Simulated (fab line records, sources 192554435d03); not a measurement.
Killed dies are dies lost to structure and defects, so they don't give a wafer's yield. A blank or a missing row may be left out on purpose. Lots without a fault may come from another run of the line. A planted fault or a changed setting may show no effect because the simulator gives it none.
fab line records | flow n5_finfet
record lots=11 wafers=33 last_day=17
route steps=1938 shown FIN_SAQP@94 PASSIVATION@1936
lots that met no fault: from a run of the same line without faults
start_h: hours from the record's first day to the start of the lot's first wafer shown | wait_h: hours since the lot's step before | " the same as in the row above | L1.1+2: a row that stands for several wafers | - no value, or no start given | * or withheld: withheld | < > ~ a bound
route shown NAME@n: a module of which the file shows steps, and the number in the route of the first | usual: mean/standard deviation of fault-free wafers | same: alike in all rows | chamber/n: place in a boat | sites: the reading at each site | _std_site: their standard deviation | _edge_site: outer sites' mean less inner sites' | radius_mm: how far each site lies from the wafer's centre | mask NAME#n: copy n | behind: the tool/chamber that last shaped the wafer | hold: why the lot was held/for how many hours/how that ended | device: the transistor (n, p or np) that didn't switch | end of line: the same wafers' tests at the end of the route | a step without rows: its recipe alone | killed: dies lost to structure and defects at the first sort, not the wafer's yield | map: a wafer's dies, x killed, . not, _ none there
set.NAME: the setting as run; set.NAME@STEP: as run at that earlier step | model.NAME: the simulator's own value behind a step, which no gauge read
steps of the route over a sample of lots; a table a step, a row a wafer
services: from which hour (start_h, from the record's first day; less than 0 if before it) a tool's chamber was out of use, for how many hours, and why
## steps
# step N5_FIN_SAQP_ALD_61
# recipe material=SiO2 target_thk_a=40 temp_c=300 ald_precursor_family=BDEAS ald_co_reactant=O2-plasma pulse_time_s=1 purge_time_s=2 co_reactant_purge_time_s=2 ald_cycles=43 pressure_torr=2
# usual heater_power_w=484/48 precursor_pulse_height_rel=0.999/0.02
# columns lot.wafer tool chamber start_h wait_h heater_power_w precursor_pulse_height_rel since_wet_clean_h
L130.2 ald_sin-03 2 33.73 0.0 499 0.988 315
L130.3 " 1 " " 465 0.999 315
L130.6 " 2 " " 488 0.974 -
L131.3 ald_sin-02 1 40.90 0.3 467 0.982 139
L131.4 " 2 " " 474 1.006 139
L131.6 " 3 " " 414 1.028 -
L132.1 ald_sin-04 1 44.40 0.0 549 1.030 34
L132.3 " 3 " " 494 0.998 34
L132.5 " 3 " " 497 1.009 -
L134.1 ald_sin-04 0 56.64 0.0 426 0.981 46
L134.4 " 3 " " 477 1.028 46
L134.6 " 2 " " 503 1.037 -
L138.1 ald_sin-02 1 80.70 0.0 485 0.968 178
L138.2 " 3 " " 424 0.969 178
L138.3 " 2 " " 471 1.014 178
L139.2 ald_sin-02 0 87.25 0.6 417 1.000 185
L139.3 " 1 " " 476 0.985 185
L139.4 " 0 " " 412 1.006 -
L142.1 ald_sin-04 1 104.69 0.0 544 0.999 94
L142.3 " 2 " " 502 1.022 94
L142.4 " 3 " " 503 0.975 -
L146.1 ald_sin-04 1 128.08 0.0 546 1.018 118
L146.4 " 3 " " 495 0.999 118
L146.6 " 0 " " 424 0.981 -
L148.1 ald_sin-04 0 141.16 0.0 423 1.001 131
L148.2 " 3 " " 493 1.005 131
L148.6 " 1 " " 552 0.992 -
L150.2 ald_sin-04 1 155.88 2.2 542 1.005 146
L150.4 " 1 " " 545 1.003 -
L150.5 " 0 " " 426 1.006 -
L151.1 ald_sin-03 2 159.76 0.0 481 0.991 59
L151.2 " 1 " " 491 1.011 59
L151.5 " 0 " " 450 0.989 -
# step N5_FIN_SAQP_PECVD_47
# recipe material=a-Si target_thk_a=450 temp_c=400 precursor=SiH4/He pressure_torr=3 rf_w=100 time_s=36.3
# usual heater_power_w=912/82 showerhead_plenum_p_Torr=5.66/0.034 throttle_valve_pct=17.9/0.56
# columns lot.wafer tool chamber start_h wait_h heater_power_w showerhead_plenum_p_Torr since_wet_clean_h throttle_valve_pct
L130.2 pecvd-01 0 34.28 0.0 928 5.68 738 17.5
L130.3 " 1 " " 870 5.63 1463 18.1
L130.6 " 2 " " 980 5.67 - 17.8
L131.3 pecvd-03 1 41.50 0.0 827 5.69 1652 17.9
L131.4 " 2 " " 867 5.76 - 17.7
L131.6 " 1 " " 850 5.70 - 17.9
L132.1 pecvd-01 0 44.94 0.0 879 5.67 749 18.0
L132.3 " 1 " " 979 5.62 - 17.9
L132.5 " 0 " " 896 5.66 - 17.9
L134.1 pecvd-01 0 57.21 0.0 828 5.66 761 17.9
L134.4 " 0 " " 846 5.66 - 17.9
L134.6 " 1 " " 857 5.63 - 18.1
L138.1 pecvd-04 2 81.24 0.0 984 5.70 2054 17.4
L138.2 " 0 " " 980 5.69 604 17.8
L138.3 " 1 " " 740 5.62 1329 18.3
L139.2 pecvd-01 1 87.87 0.0 978 5.63 1517 18.1
L139.3 " 2 " " 896 5.66 - 16.5
L139.4 " 1 " " 964 5.65 - 18.0
L142.1 pecvd-01 1 105.23 0.0 855 5.63 1534 18.2
L142.3 " 1 " " 875 5.65 - 18.3
L142.4 " 2 " " 940 5.66 - 16.6
L146.1 pecvd-01 1 128.62 0.0 994 5.63 1558 18.3
L146.4 " 0 " " 937 5.66 - 18.2
L146.6 " 2 " " 948 5.66 - 16.5
L148.1 pecvd-01 0 141.71 0.0 837 5.67 846 17.9
L148.2 " 2 " " 904 5.67 64 16.8
L148.6 " 2 " " 920 5.65 - 16.6
L150.2 pecvd-04 2 156.44 0.0 937 5.68 2129 18.0
L150.4 " 2 " " 955 5.69 - 17.7
L150.5 " 1 " " 866 5.63 - 18.5
L151.1 pecvd-01 2 160.30 0.0 1010 5.66 82 16.9
L151.2 " 1 " " 928 5.64 1589 17.9
L151.5 " 1 " " 923 5.64 - 18.3
# step N5_FIN_SAQP_THK_MEAS_07
# usual thk_nm=59.8/0.72
# columns lot.wafer tool chamber start_h wait_h thk_nm
L130.2 film_metro-02 - 34.45 0.1 59.7
L130.3 " - " " 59.9
L130.6 " - " " 59.8
L131.3 film_metro-01 - 41.68 0.1 59.8
L131.4 " - " " 60.6
L131.6 " - " " 60.6
L132.1 film_metro-01 - 45.17 0.1 59.6
L132.3 " - " " 60.5
L132.5 " - " " 60.2
L134.1 film_metro-01 - 57.45 0.1 58.9
L134.4 " - " " 59.3
L134.6 " - " " 60.4
L138.1 film_metro-02 - 81.41 0.1 59.6
L138.2 " - " " 60.2
L138.3 " - " " 59.7
L139.2 film_metro-01 - 88.11 0.1 58.9
L139.3 " - " " 60.2
L139.4 " - " " 59.8
L142.1 film_metro-02 - 105.47 0.1 60.0
L142.3 " - " " 60.9
L142.4 " - " " 60.6
L146.1 film_metro-02 - 128.79 0.1 58.2
L146.4 " - " " 58.9
L146.6 " - " " 59.7
L148.1 film_metro-02 - 141.88 0.1 58.3
L148.2 " - " " 60.4
L148.6 " - " " 61.2
L150.2 film_metro-01 - 156.61 0.1 60.3
L150.4 " - " " 60.4
L150.5 " - " " 61.0
L151.1 film_metro-02 - 160.47 0.1 58.5
L151.2 " - " " 58.6
L151.5 " - " " 59.4
# step N5_FIN_SAQP_ETCH_51
# recipe chemistry=CF4 target=SiARC target_depth_a=455 mask_material=CAR-ArF time_s=75.8 ion_energy_ev=80 pressure_mtorr=40 source_w=545 bias_w=36 Ar_flow_sccm=100 cf4_flow_sccm=100 ends=cleared
# usual drypump_motor_current_A=5.5/0.53 etch_rf_on_time_s=75.3/1.6 oes_product_au=0.70/0.086 rf_vpp_V=184.2/0.99 showerhead_plenum_p_Torr=2.15/0.058 throttle_valve_pct=15.53/0.26
# columns lot.wafer tool chamber start_h wait_h drypump_motor_current_A etch_rf_on_time_s oes_product_au rf_hours_counter_h rf_vpp_V showerhead_plenum_p_Torr throttle_valve_pct
L130.2 rie_diel-04 3 35.24 0.0 5.5 74.3 0.73 61 184.8 2.17 15.49
L130.3 " 0 " " 6.2 74.3 0.81 3 184.9 2.20 15.02
L130.6 " 3 " " 5.5 74.5 0.72 - 183.6 2.17 15.48
L131.3 rie_diel-04 3 42.77 0.0 5.5 74.1 0.73 64 184.3 2.17 15.50
L131.4 " 1 " " 5.5 74.1 0.65 - 184.0 2.13 15.61
L131.6 " 0 " " 6.2 74.0 0.80 - 184.5 2.20 15.04
L132.1 rie_diel-02 1 45.79 0.0 6.7 78.4 0.58 234 183.4 2.10 15.78
L132.3 " 2 " " 4.9 75.1 0.73 55 184.3 2.17 15.66
L132.5 " 0 " " 5.0 78.5 0.58 - 182.1 2.04 15.86
L134.1 rie_diel-02 2 58.31 0.0 4.9 75.3 0.72 60 183.9 2.17 15.68
L134.4 " 0 " " 5.0 77.9 0.59 - 182.1 2.04 15.87
L134.6 " 1 " " 6.7 77.2 0.58 - 184.9 2.10 15.77
L138.1 rie_diel-04 1 82.37 0.0 5.5 75.7 0.64 168 184.4 2.13 15.64
L138.2 " 2 " " 5.1 72.5 0.83 13 184.9 2.19 15.25
L138.3 " 3 " " 5.5 74.8 0.71 78 185.2 2.17 15.52
L139.2 rie_diel-02 0 88.60 0.0 5.0 93.5 0.52 222 183.8 2.04 15.88
L139.3 " 2 " " 5.0 90.6 0.65 71 184.2 2.16 15.67
L139.4 " 2 " " 4.9 90.0 0.65 - 184.1 2.16 15.67
L142.1 rie_diel-02 0 106.12 0.0 5.0 78.2 0.58 230 182.9 2.04 15.90
L142.3 " 2 " " 4.9 90.3 0.63 79 183.8 2.16 15.69
L142.4 " 3 " " 5.9 90.3 0.72 - 186.7 2.27 15.28
L146.1 rie_diel-04 1 129.42 0.0 5.5 76.6 0.62 183 183.1 2.12 15.66
L146.4 " 3 " " 5.5 76.6 0.68 95 184.5 2.16 15.55
L146.6 " 3 " " 5.5 76.0 0.68 - 184.2 2.16 15.56
L148.1 rie_diel-04 0 142.37 0.0 6.3 74.7 0.73 42 184.5 2.18 15.12
L148.2 " 1 " " 5.5 76.0 0.62 186 181.8 2.12 15.69
L148.6 " 3 " " 5.5 75.1 0.69 - 185.5 2.16 15.57
L150.2 rie_diel-04 2 157.16 0.0 5.1 72.3 0.79 36 183.1 2.18 15.30
L150.4 " 1 " " 5.5 76.0 0.62 192 184.3 2.12 15.70
L150.5 " 3 " " 5.5 73.8 0.69 - 184.1 2.16 15.57
L151.1 rie_diel-06 0 161.09 0.0 5.8 74.9 0.62 198 181.9 2.12 15.64
L151.2 " 3 " " 5.0 77.1 0.61 217 184.4 2.12 15.81
L151.5 " 3 " " 5.0 76.9 0.61 - 184.4 2.12 15.80
# step N5_PASSIVATION_PROBE_49
# usual killed_at_M0_to_M3=33/8.9 killed_at_M4_up=15/5.4 killed_at_contacts=13/5.8 killed_at_front_end=39/9.9 killed_at_other=3.2/2.9 killed_dies=102/15 killed_open=68/12 killed_short=34/7.6
# same gross_dies=1180 killed_at_back_side=0
# columns lot.wafer tool chamber start_h wait_h killed_at_M0_to_M3 killed_at_M4_up killed_at_contacts killed_at_front_end killed_at_other killed_dies killed_open killed_short
L142.1 prober-02 - 357.20 0.0 36 15 10 44 10 115 78 37
L142.3 prober-02 - 357.30 0.1 26 28 7 32 6 99 61 38
L142.4 prober-02 - 357.35 0.2 33 19 15 29 7 103 63 39
# killed by level:class
L142.1 FIN_SAQP:geometric_particle:open=17 FIN_SAQP:geometric_particle:short=10 MOL_CONTACT_COAG:geometric_particle:open=9 BEOL_M4:geometric_particle:open=9 BEOL_M1:geometric_particle:open=8 BEOL_M2:geometric_particle:open=8 BEOL_M0_SAQP:geometric_particle:short=6 MIM_TOP_ETCH:geometric_particle:open=6
L142.3 BEOL_M4:geometric_particle:open=14 FIN_SAQP:geometric_particle:short=8 MOL_CONTACT_COAG:geometric_particle:open=7 BEOL_M0_SAQP:geometric_particle:open=6 FIN_SAQP:geometric_particle:open=5 DUMMY_GATE:geometric_particle:short=5 BEOL_M7:geometric_particle:open=5 STARTING-WAFER:geometric_particle:short=5
L142.4 MOL_CONTACT_COAG:geometric_particle:open=11 BEOL_M0_SAQP:geometric_particle:open=11 BEOL_M1:geometric_particle:open=8 BEOL_M4:geometric_particle:open=8 FIN_SAQP:geometric_particle:open=6 FIN_SAQP:geometric_particle:short=6 BEOL_M0_SAQP:geometric_particle:short=6 GATE_CUT:geometric_particle:short=6
## services
# columns tool chamber start_h hours kind
ald_sin-04 1 9.93 8.6 repair
ald_sin-04 0 10.33 - clean
ald_sin-04 2 10.33 - clean
pecvd-03 - 15.05 0.3 repair
rie_diel-02 - 21.43 1.6 repair
ald_sin-04 0 29.66 4.2 repair
rie_diel-02 3 29.96 10.2 repair
ald_sin-03 0 30.98 4.2 repair
pecvd-01 2 43.46 5.5 scheduled_down
pecvd-03 - 43.62 0.8 repair
rie_diel-06 - 60.80 0.3 repair
ald_sin-04 - 73.66 6.1 pm
pecvd-01 0 78.76 31.7 repair
ald_sin-02 3 84.38 4.8 repair
ald_sin-03 - 87.07 14.0 pm
ald_sin-04 0 102.95 12.7 repair
rie_diel-04 1 107.47 3.4 repair
ald_sin-02 3 122.06 3.6 repair
pecvd-01 - 130.28 0.3 repair
ald_sin-02 - 134.01 14.6 pm
ald_sin-03 1 141.84 10.6 repair
ald_sin-03 - 144.84 14.6 pm
ald_sin-02 - 148.61 6.1 pm
rie_diel-06 - 153.59 1.2 repair
## key
first_sign step=N5_FIN_SAQP_ETCH_51 reading=etch_rf_on_time_s direction=up sigmas=9.7 usual=* struck=*
effect none on later readings
met_at N5_FIN_SAQP_ETCH_51
struck_lots L139,L142
struck_wafers L139.2,L139.3,L139.4,L142.3,L142.4
tester_left_out L139,L142
not_acting_at N5_FIN_SAQP_ALD_61,N5_FIN_SAQP_PECVD_47,N5_FIN_SAQP_THK_MEAS_07
onset_between 58.31 88.60
fault kind=process_parameter_drift tool=rie_diel-02 chamber=- onset_h=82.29 steps=N5_FIN_SAQP_ETCH_51 channel=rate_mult offset=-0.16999 shape=step end_h=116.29 scope=struck_wafers_only
# tester_left_out: of these lots the tester's yield and bins aren't shown, on N5 and GAA mostly nor the transistor test; their killed dies are dies lost to structure and defects alone, not to doping, threshold or leakage, so they don't give the yield
